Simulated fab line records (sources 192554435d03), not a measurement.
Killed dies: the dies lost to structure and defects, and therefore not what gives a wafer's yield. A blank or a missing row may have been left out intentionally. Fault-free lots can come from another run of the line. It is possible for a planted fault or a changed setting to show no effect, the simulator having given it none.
fab line records -- flow n5Finfet
record: lots: 9, wafers: 27, lastDay: 18
route steps=1938 shown STI_FIN_REVEAL@191 DUMMY_GATE@223 BEOL_M4@1111
lots with no fault: from the same line, run without faults
startH: hours from the record's first day to the start of the lot's first wafer shown -- waitH: time in hours since the lot's previous step -- " as in the row above -- L1.1+2: one row covering several wafers at once -- - value missing, or start not given -- * or withheld: withheld -- < > ~ a bound
route shown NAME@n: a module of which the file shows steps, and the number in the route of the first -- usual: mean and standard deviation over wafers with no fault -- same: alike in all rows -- chamber/n: place in a boat -- sites: per-site readings -- _std_site: their standard deviation -- _edge_site: the outer-site mean with the inner-site mean subtracted -- radiusMm: how far each site lies from the wafer's centre -- mask NAME#n: copy n -- behind: the last tool/chamber to shape the wafer -- hold: why the lot was held/for how many hours/how that ended -- device: names the non-switching transistor (n, p or np) -- end of line: the tests these same wafers got at the end of their route -- a step given without rows: its recipe and nothing more -- killed: count of dies lost to structure and defects at first sort (not the wafer's yield) -- map: a wafer's dies, marking killed ones x, the rest . and places with no die _
set.NAME: the setting the step ran with; set.NAME@STEP: the setting that earlier step ran with -- model.NAME: the simulator's own value behind a step, which no gauge read
steps of the route over a sample of lots; a table a step, a row a wafer
services: from which hour (startH, from the record's first day; less than 0 if before it) a tool's chamber was out of use, for how many hours, and why
== steps ==
step: N5_STI_FIN_REVEAL_STRIP_24
recipe: chemistry: N2/H2, timeS: 90, powerW: 100, tempC: 40, pressureMtorr: 100, rfFrequencyHz: 6e+07, biasPowerW: 3, n2FlowSccm: 300, h2FlowSccm: 300
usual: drypumpMotorCurrentA: 5.9/0.36, oesProductAu: 0.80/0.087, rfVppV: 45.4/0.88, showerheadPlenumPTorr: 3.40/0.15, throttleValvePct: 12.16/0.22
lot.wafer,tool,chamber,startH,waitH,drypumpMotorCurrentA,oesProductAu,rfHoursCounterH,rfVppV,showerheadPlenumPTorr,throttleValvePct
L857.1,rieDiel-05,0,36.11,0.0,5.5,0.81,114,45.9,3.53,11.98
L857.2,rieDiel-05,1,36.11,0.0,5.4,0.81,89,44.7,3.15,12.23
L857.3,rieDiel-05,2,36.11,0.0,5.8,0.69,228,44.5,3.21,12.50
L861.2,rieDiel-04,3,58.29,0.0,6.0,0.76,156,45.6,3.37,12.15
L861.5,rieDiel-04,2,58.29,0.0,6.1,0.96,-,45.4,3.32,12.13
L861.6,rieDiel-04,3,58.29,0.0,6.0,0.77,-,46.1,3.37,12.15
L865.1,rieDiel-04,3,82.21,0.0,6.0,0.76,166,45.5,3.37,12.17
L865.2,rieDiel-04,0,82.21,0.0,6.4,0.96,10,46.4,3.58,11.82
L865.6,rieDiel-04,0,82.21,0.0,6.4,0.96,-,43.8,3.58,11.82
L868.1,rieDiel-04,0,108.07,0.0,6.4,0.94,19,47.1,3.58,11.86
L868.2,rieDiel-04,3,108.07,0.0,6.0,0.75,175,46.0,3.36,12.17
L868.6,rieDiel-04,1,108.07,0.0,6.1,0.75,-,43.9,3.22,12.11
L871.1,rieDiel-04,2,117.59,0.0,6.1,0.89,35,44.4,3.30,12.19
L871.2,rieDiel-04,3,117.59,0.0,6.0,0.75,179,45.5,3.36,12.20
L871.5,rieDiel-04,0,117.59,0.0,6.4,0.94,-,46.7,3.58,11.85
L873.1,rieDiel-04,2,129.49,0.0,6.1,0.89,39,45.5,3.30,12.19
L873.4,rieDiel-04,0,129.49,0.0,6.4,0.92,27,44.7,3.57,11.86
L873.5,rieDiel-04,1,129.49,0.0,6.1,0.74,-,44.4,3.21,12.16
L876.3,rieDiel-02,0,147.29,0.0,5.3,0.88,27,46.4,3.58,11.84
L876.5,rieDiel-02,0,147.29,0.0,5.3,0.88,-,47.2,3.58,11.84
L876.6,rieDiel-02,1,147.29,0.0,5.5,0.82,-,46.3,3.55,12.01
L877.1,rieDiel-02,2,154.87,0.0,6.4,0.67,237,44.4,3.33,12.55
L877.2,rieDiel-02,3,154.87,0.0,5.9,0.73,178,46.0,3.50,12.19
L877.4,rieDiel-02,1,154.87,0.0,5.4,0.82,74,45.4,3.55,12.03
L879.1,rieDiel-05,3,165.34,0.0,6.3,0.70,234,45.4,3.47,12.55
L879.2,rieDiel-05,0,165.34,0.0,5.6,0.75,160,46.5,3.51,12.08
L879.3,rieDiel-05,1,165.34,0.0,5.4,0.76,133,46.3,3.13,12.33
step: N5_DUMMY_GATE_COAT_35
recipe: resist: SiARC, tempC: 220, timeS: 60, spinRpm: 1500, resistThkNm: 10
usual: chillPlateTempC: 23.02/0.11, dispensePressureKPa: 53.4/2.4, spinSpeedRpm: 1499.8/0.95
lot.wafer,tool,chamber,startH,waitH,chillPlateTempC,dispensePressureKPa,spinSpeedRpm
L857.1,lithoTrack-02,0,47.42,-,22.95,49.0,1499.3
L857.2,lithoTrack-02,0,47.42,-,23.06,49.0,1500.0
L857.3,lithoTrack-02,0,47.42,-,22.90,49.0,1499.8
L861.2,lithoTrack-01,0,69.51,-,23.00,53.7,1499.1
L861.5,lithoTrack-01,0,69.51,-,22.94,53.6,1500.1
L861.6,lithoTrack-01,0,69.51,-,22.97,53.6,1501.6
L865.1,lithoTrack-03,0,96.38,-,23.06,56.0,1499.5
L865.2,lithoTrack-03,0,96.38,-,22.90,56.0,1499.9
L865.6,lithoTrack-03,0,96.38,-,23.12,55.9,1500.5
L868.1,lithoTrack-03,0,119.47,-,23.04,56.0,1498.7
L868.2,lithoTrack-03,0,119.47,-,22.92,56.0,1498.5
L868.6,lithoTrack-03,0,119.47,-,23.05,56.0,1501.3
L871.1,lithoTrack-03,0,131.04,-,23.00,56.0,1439.7
L871.2,lithoTrack-03,0,131.04,-,22.94,56.0,1438.2
L871.5,lithoTrack-03,0,131.04,-,23.04,56.0,1438.9
L873.1,lithoTrack-03,0,140.81,-,23.05,56.0,1439.4
L873.4,lithoTrack-03,0,140.81,-,23.18,56.0,1441.7
L873.5,lithoTrack-03,0,140.81,-,23.07,56.0,1438.8
L876.3,lithoTrack-01,0,158.60,-,23.11,53.6,1497.7
L876.5,lithoTrack-01,0,158.60,-,23.07,53.7,1499.7
L876.6,lithoTrack-01,0,158.60,-,22.87,53.7,1499.6
L877.1,lithoTrack-01,0,166.99,-,23.02,53.6,1500.4
L877.2,lithoTrack-01,0,166.99,-,23.13,53.6,1500.3
L877.4,lithoTrack-01,0,166.99,-,22.99,53.6,1498.3
L879.1,lithoTrack-01,0,176.55,-,23.20,53.7,1499.5
L879.2,lithoTrack-01,0,176.55,-,23.18,53.6,1499.0
L879.3,lithoTrack-01,0,176.55,-,23.09,53.6,1499.5
step: N5_DUMMY_GATE_CD_MEAS_15
recipe: targetCdNm: 25.8, landingEnergyEv: 500, detector: seInlens
usual: cdNm: 25.02/0.22
lot.wafer,tool,chamber,startH,waitH,cdNm
L857.1,cdSem-03,0,47.68,-,24.93
L857.2,cdSem-03,0,47.68,-,25.11
L857.3,cdSem-03,0,47.68,-,25.09
L861.2,cdSem-03,0,69.78,-,25.03
L861.5,cdSem-03,0,69.78,-,24.86
L861.6,cdSem-03,0,69.78,-,25.13
L865.1,cdSem-01,0,96.64,-,25.41
L865.2,cdSem-01,0,96.64,-,24.93
L865.6,cdSem-01,0,96.64,-,24.97
L868.1,cdSem-01,0,119.86,-,24.92
L868.2,cdSem-01,0,119.86,-,25.04
L868.6,cdSem-01,0,119.86,-,25.36
L871.1,cdSem-01,0,131.43,-,25.06
L871.2,cdSem-01,0,131.43,-,25.19
L871.5,cdSem-01,0,131.43,-,24.71
L873.1,cdSem-03,0,141.19,-,24.81
L873.4,cdSem-03,0,141.19,-,25.14
L873.5,cdSem-03,0,141.19,-,25.28
L876.3,cdSem-02,0,158.99,-,25.11
L876.5,cdSem-02,0,158.99,-,25.00
L876.6,cdSem-02,0,158.99,-,25.10
L877.1,cdSem-03,0,167.25,-,24.79
L877.2,cdSem-03,0,167.25,-,25.19
L877.4,cdSem-03,0,167.25,-,24.96
L879.1,cdSem-03,0,176.94,-,24.64
L879.2,cdSem-03,0,176.94,-,25.07
L879.3,cdSem-03,0,176.94,-,24.69
step: N5_DUMMY_GATE_ETCH_37
recipe: chemistry: N2/H2, target: SOC, targetDepthA: 600, overetchA: 300, tempC: 40, ionEnergyEv: 200, pressureMtorr: 30, sourceW: 840, biasW: 150, n2FlowSccm: 200, h2FlowSccm: 200
usual: drypumpMotorCurrentA: 5.54/0.29, oesProductAu: 0.62/0.051, rfVppV: 523.7/2.6, showerheadPlenumPTorr: 2.53/0.091, throttleValvePct: 17.77/0.28
lot.wafer,tool,chamber,startH,waitH,drypumpMotorCurrentA,oesProductAu,rfHoursCounterH,rfVppV,showerheadPlenumPTorr,throttleValvePct
L857.1,rieDiel-03,0,47.96,0.0,5.60,0.59,167,524.5,2.53,17.51
L857.2,rieDiel-03,1,47.96,0.0,5.20,0.64,98,518.1,2.35,17.41
L857.3,rieDiel-03,3,47.96,0.0,5.70,0.59,185,522.9,2.53,18.10
L861.2,rieDiel-01,0,70.05,0.0,5.08,0.68,43,525.1,2.59,17.84
L861.5,rieDiel-01,3,70.05,0.0,5.68,0.63,-,521.8,2.47,17.59
L861.6,rieDiel-01,0,70.05,0.0,5.07,0.69,-,523.8,2.59,17.86
L865.1,rieDiel-03,0,96.92,0.0,5.61,0.59,180,525.3,2.52,17.54
L865.2,rieDiel-03,2,96.92,0.0,5.32,0.60,144,523.5,2.55,18.26
L865.6,rieDiel-03,2,96.92,0.0,5.31,0.61,-,523.8,2.55,18.26
L868.1,rieDiel-01,0,120.13,0.0,5.06,0.66,58,526.0,2.58,17.87
L868.2,rieDiel-01,2,120.13,0.0,5.70,0.58,193,522.5,2.53,17.99
L868.6,rieDiel-01,1,120.13,0.0,5.59,0.58,-,526.1,2.64,17.89
L871.1,rieDiel-03,2,131.70,0.0,5.29,0.60,155,523.3,2.54,18.30
L871.2,rieDiel-03,3,131.70,0.0,5.69,0.56,209,522.7,2.52,18.12
L871.5,rieDiel-03,3,131.70,0.0,5.70,0.57,-,525.0,2.52,18.11
L873.1,rieDiel-06,3,141.47,0.0,5.09,0.58,202,521.5,2.42,17.90
L873.4,rieDiel-06,1,141.47,0.0,5.95,0.72,16,526.0,2.60,17.57
L873.5,rieDiel-06,3,141.47,0.0,5.08,0.57,-,521.9,2.42,17.90
L876.3,rieDiel-03,1,159.26,0.0,5.22,0.62,129,519.6,2.34,17.44
L876.5,rieDiel-03,1,159.26,0.0,5.21,0.62,-,517.7,2.34,17.42
L876.6,rieDiel-03,3,159.26,0.0,5.71,0.56,-,524.7,2.52,18.13
L877.1,rieDiel-06,1,167.53,0.0,5.98,0.71,25,524.8,2.59,17.57
L877.2,rieDiel-06,3,167.53,0.0,5.08,0.57,210,519.4,2.41,17.93
L877.4,rieDiel-06,0,167.53,0.0,5.47,0.69,50,524.4,2.58,17.45
L879.1,rieDiel-06,1,177.32,0.0,5.99,0.71,27,526.2,2.59,17.58
L879.2,rieDiel-06,3,177.32,0.0,5.07,0.57,213,520.8,2.41,17.91
L879.3,rieDiel-06,0,177.32,0.0,5.45,0.69,52,523.6,2.58,17.45
step: N5_BEOL_M4_RC_MEAS_101
usual: DIBL_N: 35.9/1.3, DIBL_P: 35.9/1.5, IOFF_N: 0.152/0.023, IOFF_P: 0.204/0.027, ION_N: 673/9.2, ION_P: 462/6.7, SS_N: 71.4/0.48, SS_P: 73.2/0.55, VT_N: 250.3/2.6, VT_P: -250.6/3
lot.wafer,tool,chamber,startH,waitH,DIBL_N[mV/V],DIBL_P[mV/V],IOFF_N[nA/um],IOFF_P[nA/um],ION_N[uA/um],ION_P[uA/um],SS_N[mV/dec],SS_P[mV/dec],VT_N[mV],VT_P[mV]
L857.1,prober-02,0,180.88,0.0,35.2,35.1,0.120,0.163,662,455,70.9,72.3,255.4,-253.8
L857.2,prober-02,0,180.88,0.0,37.0,38.1,0.155,0.207,671,468,71.2,72.6,251.9,-251.8
L857.3,prober-02,0,180.88,0.0,37.2,37.3,0.149,0.193,659,450,71.6,73.2,250.1,-251.3
L861.2,prober-01,0,213.20,0.2,36.6,36.6,0.135,0.175,670,456,71.2,72.8,253.0,-253.4
L861.5,prober-01,0,213.20,0.2,35.3,34.7,0.122,0.159,676,453,70.6,72.6,253.1,-254.0
L861.6,prober-01,0,213.20,0.2,37.3,38.1,0.162,0.214,685,469,71.8,73.6,251.9,-250.3
L865.1,prober-01,0,238.39,0.0,36.2,35.5,0.162,0.209,687,467,71.6,73.1,246.1,-248.9
L865.2,prober-01,0,238.39,0.0,37.4,37.4,0.183,0.233,680,468,71.8,74.2,245.8,-249.6
L865.6,prober-01,0,238.39,0.0,36.8,36.7,0.175,0.224,690,469,70.5,73.0,247.4,-248.3
L868.1,prober-01,0,266.27,0.0,35.2,36.2,0.158,0.216,679,469,71.9,72.9,250.1,-248.2
L868.2,prober-01,0,266.27,0.0,32.5,33.7,0.120,0.180,670,462,70.6,72.4,252.9,-250.1
L868.6,prober-01,0,266.27,0.0,35.8,36.4,0.160,0.222,671,462,71.1,73.5,251.2,-248.6
L871.1,prober-01,0,271.93,0.0,33.9,35.3,0.152,0.208,688,474,71.3,72.8,248.7,-248.8
L871.2,prober-01,0,271.93,0.0,34.1,36.2,0.156,0.231,682,474,71.0,73.3,250.0,-245.6
L871.5,prober-01,0,271.93,0.0,33.2,34.6,0.136,0.201,681,471,70.4,72.7,250.0,-249.4
L873.1,prober-02,0,276.64,0.0,33.7,32.6,0.112,0.168,658,463,71.3,72.2,254.1,-251.2
L873.4,prober-02,0,276.64,0.0,37.4,37.8,0.179,0.235,677,469,71.4,74.2,249.8,-248.6
L873.5,prober-02,0,276.64,0.0,35.2,34.0,0.140,0.181,664,458,71.7,72.9,250.1,-250.5
L877.1,prober-02,0,305.47,0.0,36.1,36.0,0.162,0.183,675,454,71.9,73.0,250.0,-253.1
L877.2,prober-02,0,305.47,0.0,36.2,36.6,0.164,0.187,668,455,72.0,73.8,248.5,-255.2
L877.4,prober-02,0,305.47,0.0,35.4,35.8,0.149,0.176,669,452,71.4,73.1,250.2,-256.0
L876.3,prober-01,0,305.57,0.3,36.5,36.4,0.174,0.228,688,471,71.9,72.9,246.3,-248.1
L876.5,prober-01,0,305.57,0.3,35.8,35.8,0.162,0.218,681,469,72.0,72.9,248.6,-249.2
L876.6,prober-01,0,305.57,0.3,36.4,36.3,0.172,0.228,677,468,71.1,72.5,245.5,-247.2
L879.1,prober-01,0,331.94,0.0,41.0,40.4,0.248,0.306,686,469,72.2,74.8,245.1,-245.4
L879.2,prober-01,0,331.94,0.0,37.6,35.8,0.157,0.216,667,459,72.2,73.7,251.9,-252.3
L879.3,prober-01,0,331.94,0.0,38.4,36.5,0.177,0.238,669,455,71.4,74.4,249.1,-249.1
== services ==
tool,chamber,startH,hours,kind
rieDiel-02,2,26.16,26.8,repair
rieDiel-05,3,33.07,9.2,repair
rieDiel-04,0,35.14,-,clean
rieDiel-04,0,35.14,-,consumableReplace:focusRing
rieDiel-04,0,35.14,-,consumableReplace:showerhead
rieDiel-04,0,35.14,17.0,scheduledDown
rieDiel-04,0,35.14,17.0,ventCycle
rieDiel-02,0,52.92,-,clean
rieDiel-02,0,52.92,-,consumableReplace:focusRing
rieDiel-05,2,60.80,8.2,repair
rieDiel-06,1,71.11,-,clean
rieDiel-06,1,71.11,-,consumableReplace:focusRing
rieDiel-06,1,71.11,17.6,scheduledDown
rieDiel-06,1,71.11,17.6,ventCycle
rieDiel-02,-,85.35,0.4,repair
rieDiel-03,3,91.98,1.4,repair
rieDiel-03,-,110.52,4.3,pm
rieDiel-02,2,113.74,6.6,repair
rieDiel-03,0,122.22,3.0,repair
rieDiel-03,0,125.87,9.6,repair
rieDiel-01,0,135.30,1.6,repair
rieDiel-06,2,146.56,6.0,repair
rieDiel-03,2,152.31,9.3,repair
rieDiel-03,1,174.66,6.3,repair
== key ==
firstSign: step: N5_DUMMY_GATE_COAT_35, reading: spinSpeedRpm, direction: down, sigmas: 63, usual: *, struck: *
effect none on later readings
metAt N5_DUMMY_GATE_COAT_35
struckLots L871,L873
notActingAt N5_STI_FIN_REVEAL_STRIP_24,N5_DUMMY_GATE_CD_MEAS_15,N5_DUMMY_GATE_ETCH_37
onsetBetween 119.47 131.04
fault: kind: processParameterDrift, tool: lithoTrack-03, chamber: -, onsetH: 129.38, steps: N5_DUMMY_GATE_COAT_35, channel: spinRpm, offset: *, shape: step, endH: 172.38, actsIn: *, stated: *
